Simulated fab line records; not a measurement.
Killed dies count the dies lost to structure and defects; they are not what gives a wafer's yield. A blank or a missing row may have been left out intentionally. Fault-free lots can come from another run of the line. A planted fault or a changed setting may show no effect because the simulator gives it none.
Matching of chambers / flow nandHarc / NHARC_A_CHANNEL_HOLE_D1_ETCH_44 on rieDiel-10: 4 sister chambers
The step etches the open film in CF4/O2, target depth 140 nm, overetch 14 nm, time 77 s. 4 wafers are shown with their chamber, then 9 later ones without.

WAFERS, EACH WITH ITS CHAMBER
wafer=L090.1; chamber=0; drypumpMotorCurrentA (A)=6.0
wafer=L090.3; chamber=2; drypumpMotorCurrentA (A)=5.9
wafer=L091.4; chamber=3; drypumpMotorCurrentA (A)=6.6
wafer=L091.6; chamber=1; drypumpMotorCurrentA (A)=5.2

WAFERS WITH NO CHAMBER GIVEN
wafer=L092.1; drypumpMotorCurrentA (A)=5.3
wafer=L092.3; drypumpMotorCurrentA (A)=6.6
wafer=L092.4; drypumpMotorCurrentA (A)=5.9
wafer=L093.1; drypumpMotorCurrentA (A)=6.6
wafer=L093.2; drypumpMotorCurrentA (A)=5.3
wafer=L093.6; drypumpMotorCurrentA (A)=6.0
wafer=L094.1; drypumpMotorCurrentA (A)=6.6
wafer=L094.4; drypumpMotorCurrentA (A)=5.9
wafer=L094.6; drypumpMotorCurrentA (A)=5.2

WHICH CHAMBER EACH ONE RAN IN
wafer=L092.1; from the rows above=1; in truth=1
wafer=L092.3; from the rows above=3; in truth=3
wafer=L092.4; from the rows above=2; in truth=2
wafer=L093.1; from the rows above=3; in truth=3
wafer=L093.2; from the rows above=1; in truth=1
wafer=L093.6; from the rows above=0; in truth=0
wafer=L094.1; from the rows above=3; in truth=3
wafer=L094.4; from the rows above=2; in truth=2
wafer=L094.6; from the rows above=1; in truth=1
9 of 9 placed correctly. Left unplaced by these rows: 0. Wrongly placed: 0.
How it was worked out, from the rows above alone: a wafer's distance from a chamber is the root of the sum, over the readings, of the square of ((its reading less the chamber's mean) divided by the reading's scatter). The wafer belongs to the nearest chamber; if the next one is less than 2 further off, it can't be placed. The mean given for a chamber averages the wafers shown for that chamber. The scatter (one wafer shown for each chamber): square how far every hidden wafer sits from the nearest shown wafer, average those squares and take the square root.
